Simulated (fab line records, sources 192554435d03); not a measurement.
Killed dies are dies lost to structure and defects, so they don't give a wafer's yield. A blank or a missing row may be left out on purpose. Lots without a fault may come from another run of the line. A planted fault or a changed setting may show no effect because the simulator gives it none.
A struck lot beside a sound one | flow n5_finfet | 31 steps out of a route of 1938
Sound: wafers L628.1, L628.3, L628.5. Struck: wafers L637.2, L637.3, L637.6. The cause comes at the end.
At each step with rows: each side's tool, then ch and its chambers, then its first start. Under that, the readings that differ: sound wafers | struck wafers | difference of the means | sigmas: that difference in standard deviations of wafers without a fault.
alike: readings whose means differ by less than 2 such deviations, and words and numbers that are the same on both sides. not compared: withheld readings, readings that some wafer has no value for, bounds like >300 that may hide the same value, and numbers for which the record gives no deviation and whose values overlap.
The two part at a step that has a row with sigmas, a row that says differs or no value, or rows on one side only. Numbers that don't overlap but have no deviation are shown without sigmas and don't part them. A reading that every wafer of one side lacks parts them only if that side has two wafers or more.

first, 11 steps without rows for these wafers: N5_BEOL_M0_SPUTTER_116 (material Cu, target thk 4 nm, time 7.37 s); N5_BEOL_M0_ANNEAL_117 (time 60 s); N5_BEOL_M0_SPUTTER_132 (material Cu, target thk 4 nm, time 7.37 s); N5_BEOL_M0_ANNEAL_133 (time 60 s); N5_BEOL_M0_SPUTTER_134 (material Cu, target thk 4 nm, time 7.37 s); N5_BEOL_M0_ANNEAL_135 (time 60 s); N5_BEOL_M0_SPUTTER_141 (material Cu, target thk 4 nm, time 7.37 s); N5_BEOL_M0_ECD_118 (material Cu, target thk 300 nm); N5_BEOL_M0_ANNEAL_119 (time 90 s); N5_BEOL_M0_CMP_120 (polishes, stops on SiOC, t overpolish 6.9 s); N5_BEOL_M0_PRE_CLEAN_131 (time 15 s).
N5_BEOL_M0_CO_CAP_123: material Co, precursor CCTBA/H2, target thk 2 nm, time 102.1 s.
  sound on cvd_co-02 ch 0,1, day 7 06:09; struck on cvd_co-02 ch 0,1,2, day 9 03:16
  alike: heater_power_w
then, 2 steps without rows for these wafers: N5_BEOL_M0_PRE_CLEAN_124 (time 15 s); N5_BEOL_M0_DEP_125 (deposits SiCN from 3MS/NH3, target thk 8 nm, time 14 s).
N5_BEOL_M0_INSPECT_127: inspects for defects (darkfield).
  sound on defect_inspect-02, day 7 06:22; struck on defect_inspect-01, day 9 03:28
  reading          | sound    | struck         | difference | sigmas
  raw_defect_count | 32 56 50 | 1271 1198 1204 | +1178      | +47
then, 12 steps without rows for these wafers: N5_BEOL_M1_ILD_DEP_00 (deposits SiOC from DEMS/O2, target thk 79 nm, time 15.3 s); N5_BEOL_M1_PECVD_72 (deposits SiO2 from TEOS/O2, target thk 16 nm, time 18 s); N5_BEOL_M1_HM_DEP_02 (deposits TiN, target thk 20 nm); N5_BEOL_M1_COAT_61 (time 60 s, resist thk 60 nm); N5_BEOL_M1_COAT_62 (time 60 s, resist thk 12 nm); N5_BEOL_M1_COAT_73 (time 60 s, resist thk 5 nm); N5_BEOL_M1_COAT_05 (resist thk 30 nm); N5_BEOL_M1_EBR_07; N5_BEOL_M1_SOFTBAKE_06 (time 60 s); N5_BEOL_M1_EXPOSE_08 (exposes mask M1); N5_BEOL_M1_PEB_09 (peb time 60 s); N5_BEOL_M1_DEVELOP_10 (develop time 30 s).
N5_BEOL_M1_INSPECT_13: inspects for defects (brightfield).
  sound on defect_inspect-02, day 7 09:01; struck on defect_inspect-02, day 9 05:09
  reading          | sound       | struck         | difference | sigmas
  raw_defect_count | 468 394 248 | 1483 1450 1488 | +1104      | +10
then, 1 step without rows for these wafers: N5_BEOL_M1_DESCUM_16 (chemistry O2, time 7 s).
-- the record jumps here: 8 days lie between the struck wafers' starts before and after (it left off in module BEOL_M1 and takes up again in module BEOL_M4, whose first step shown is number 1111 of the route) --
N5_BEOL_M4_RC_MEAS_101:
  sound on prober-01 ch 0, day 16 11:26; struck on prober-02 ch 0, day 17 07:29
  alike: DIBL_N, DIBL_P, IOFF_N, IOFF_P, ION_N, ION_P, SS_N, SS_P, VT_N, VT_P
-- the record jumps here: 5 days lie between the struck wafers' starts before and after (it left off in module BEOL_M4 and takes up again in module PASSIVATION, whose first step shown is number 1936 of the route) --
N5_PASSIVATION_PROBE_49:
  sound on prober-01, day 21 16:14; struck on prober-02, day 22 09:00
  reading                  | sound          | struck         | difference | sigmas
  defect_limited_yield (%) | 89.9 92.8 90.0 | 76.2 87.1 80.1 | -9.8       | -7
  killed_at_M0_to_M3       | 43 34 59       | 177 74 150     | +88        | +8
  killed_dies              | 119 85 118     | 281 152 235    | +115       | +6
  killed_on_rim            | 17 9 13        | 15 26 35       | +12        | +3
  sort_bin_5_function (%)  | 5.3 4.3 6.5    | 14.3 7.4 10.6  | +5.4       | +5
  sort_n_pass              | 1061 1095 1062 | 899 1028 945   | -115       | -6
  sort_yield_pct (%)       | 89.9 92.8 90.0 | 76.2 87.1 80.1 | -9.8       | -7
  alike: killed_at_M4_up, killed_at_contacts, killed_at_front_end, killed_at_other, killed_open, killed_short, sort_bin_6_memory

WHERE THEY PART
First at N5_BEOL_M0_INSPECT_127; last, within this record, at N5_PASSIVATION_PROBE_49.

WHY: what the simulator had put in
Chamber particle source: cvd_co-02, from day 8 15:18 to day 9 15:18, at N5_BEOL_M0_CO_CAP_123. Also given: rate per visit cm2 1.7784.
